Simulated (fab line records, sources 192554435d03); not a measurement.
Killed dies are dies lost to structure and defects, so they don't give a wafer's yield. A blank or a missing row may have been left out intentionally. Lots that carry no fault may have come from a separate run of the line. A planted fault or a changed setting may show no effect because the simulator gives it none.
Chamber matching :: flow n5_finfet :: N5_BEOL_M7_CURE_74 on uv_cure-02: 3 sister chambers
The step cures SiCOH lowk, time 240 s. 3 wafers are shown with their chamber, then 8 later ones without.

## WAFERS, EACH WITH ITS CHAMBER
wafer: L078.6
chamber: 1
wafer_temp_C_max: 386.4

wafer: L088.6
chamber: 0
wafer_temp_C_max: 386.4

wafer: L091.1
chamber: 2
wafer_temp_C_max: 386.3

## WAFERS WITH NO CHAMBER GIVEN
wafer: L091.3
wafer_temp_C_max: 386.4

wafer: L091.5
wafer_temp_C_max: 386.8

wafer: L096.2
wafer_temp_C_max: 386.2

wafer: L096.3
wafer_temp_C_max: 386.2

wafer: L096.5
wafer_temp_C_max: 386.6

wafer: L081.1
wafer_temp_C_max: 386.7

wafer: L081.4
wafer_temp_C_max: 386.7

wafer: L081.5
wafer_temp_C_max: 386.1

## EACH ONE'S CHAMBER
wafer: L091.3
from the rows above: can't be placed: 0 or 1 or 2
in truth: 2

wafer: L091.5
from the rows above: can't be placed: 0 or 1 or 2
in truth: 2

wafer: L096.2
from the rows above: can't be placed: 2 or 0 or 1
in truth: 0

wafer: L096.3
from the rows above: can't be placed: 2 or 0 or 1
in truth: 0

wafer: L096.5
from the rows above: can't be placed: 0 or 1 or 2
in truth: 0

wafer: L081.1
from the rows above: can't be placed: 0 or 1 or 2
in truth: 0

wafer: L081.4
from the rows above: can't be placed: 0 or 1 or 2
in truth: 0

wafer: L081.5
from the rows above: can't be placed: 2 or 0 or 1
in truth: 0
Correct placement for 0 of the 8. Not placeable from these rows: 8 (in 8, the candidates include the true chamber). Number placed wrongly: 0.
How it was worked out, from the rows above alone: a wafer's distance from a chamber is the root of the sum, over the readings, of the square of ((its reading less the chamber's mean) divided by the reading's scatter). If the next closest chamber is less than 2 further off than the closest, the wafer can't be placed; otherwise it belongs to the closest. A chamber's mean is the mean of its shown wafers. The scatter: root of mean squared gap, hidden wafer to nearest shown wafer, with one shown wafer a chamber.
